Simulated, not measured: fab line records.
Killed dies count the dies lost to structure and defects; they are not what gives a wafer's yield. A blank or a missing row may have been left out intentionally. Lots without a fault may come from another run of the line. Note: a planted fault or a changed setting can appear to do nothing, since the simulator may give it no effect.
Matching of chambers || flow nandHarc || cmp-01 running NHARC_P_CONTACT_CMP_01: 4 sister chambers
The step polishes SiO2, target thk 200 nm. 14 wafers are shown with their chamber, then 7 later ones without.

WAFERS WITH THEIR CHAMBER
{"wafer": "L276.1", "chamber": 1, "motorCurrentA (A)": 13.0}
{"wafer": "L276.3", "chamber": 3, "motorCurrentA (A)": 12.0}
{"wafer": "L276.4", "chamber": 0, "motorCurrentA (A)": 10.4}
{"wafer": "L278.1", "chamber": 2, "motorCurrentA (A)": 12.6}
{"wafer": "L278.4", "chamber": 3, "motorCurrentA (A)": 11.9}
{"wafer": "L278.5", "chamber": 3, "motorCurrentA (A)": 11.2}
{"wafer": "L280.1", "chamber": 3, "motorCurrentA (A)": 11.7}
{"wafer": "L280.2", "chamber": 0, "motorCurrentA (A)": 9.7}
{"wafer": "L280.4", "chamber": 1, "motorCurrentA (A)": 13.4}
{"wafer": "L293.1", "chamber": 0, "motorCurrentA (A)": 10.9}
{"wafer": "L293.2", "chamber": 1, "motorCurrentA (A)": 12.3}
{"wafer": "L293.5", "chamber": 2, "motorCurrentA (A)": 12.9}
{"wafer": "L295.1", "chamber": 1, "motorCurrentA (A)": 12.8}
{"wafer": "L295.2", "chamber": 3, "motorCurrentA (A)": 12.2}

SIGNATURES (averages over the wafers above)
{"reading": "motorCurrentA", "chamber 0": 10.333, "chamber 1": 12.875, "chamber 2": 12.750, "chamber 3": 11.800, "scatter within a chamber": 0.445}
Rule: a wafer lies at a distance from a chamber equal to the root of the sum of squares, over the readings, of (its reading less the chamber's mean, divided by the reading's scatter). The wafer belongs to the nearest chamber; if the next one is less than 2 further off, it can't be placed. The scatter: the root of (the sum of the squares of (reading less its chamber's mean) over the shown wafers, divided by (wafers less chambers)).

WAFERS WITHOUT THEIR CHAMBER
{"wafer": "L295.6", "motorCurrentA (A)": 11.8}
{"wafer": "L296.2", "motorCurrentA (A)": 13.3}
{"wafer": "L296.5", "motorCurrentA (A)": 13.3}
{"wafer": "L296.6", "motorCurrentA (A)": 13.5}
{"wafer": "L297.3", "motorCurrentA (A)": 10.0}
{"wafer": "L297.4", "motorCurrentA (A)": 13.6}
{"wafer": "L297.6", "motorCurrentA (A)": 13.8}

THE CHAMBER EACH PASSED THROUGH
{"wafer": "L295.6", "from the rows above": 3, "in truth": 3}
{"wafer": "L296.2", "from the rows above": "can't be placed: 1 or 2", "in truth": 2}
{"wafer": "L296.5", "from the rows above": "can't be placed: 1 or 2", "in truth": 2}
{"wafer": "L296.6", "from the rows above": "can't be placed: 1 or 2", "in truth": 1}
{"wafer": "L297.3", "from the rows above": 0, "in truth": 0}
{"wafer": "L297.4", "from the rows above": "can't be placed: 1 or 2", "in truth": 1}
{"wafer": "L297.6", "from the rows above": "can't be placed: 1 or 2", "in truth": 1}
Placed correctly: 2 of 7. From these rows, 5 cannot be placed; in 5 the true chamber is one of the candidates. Wrongly placed: 0.
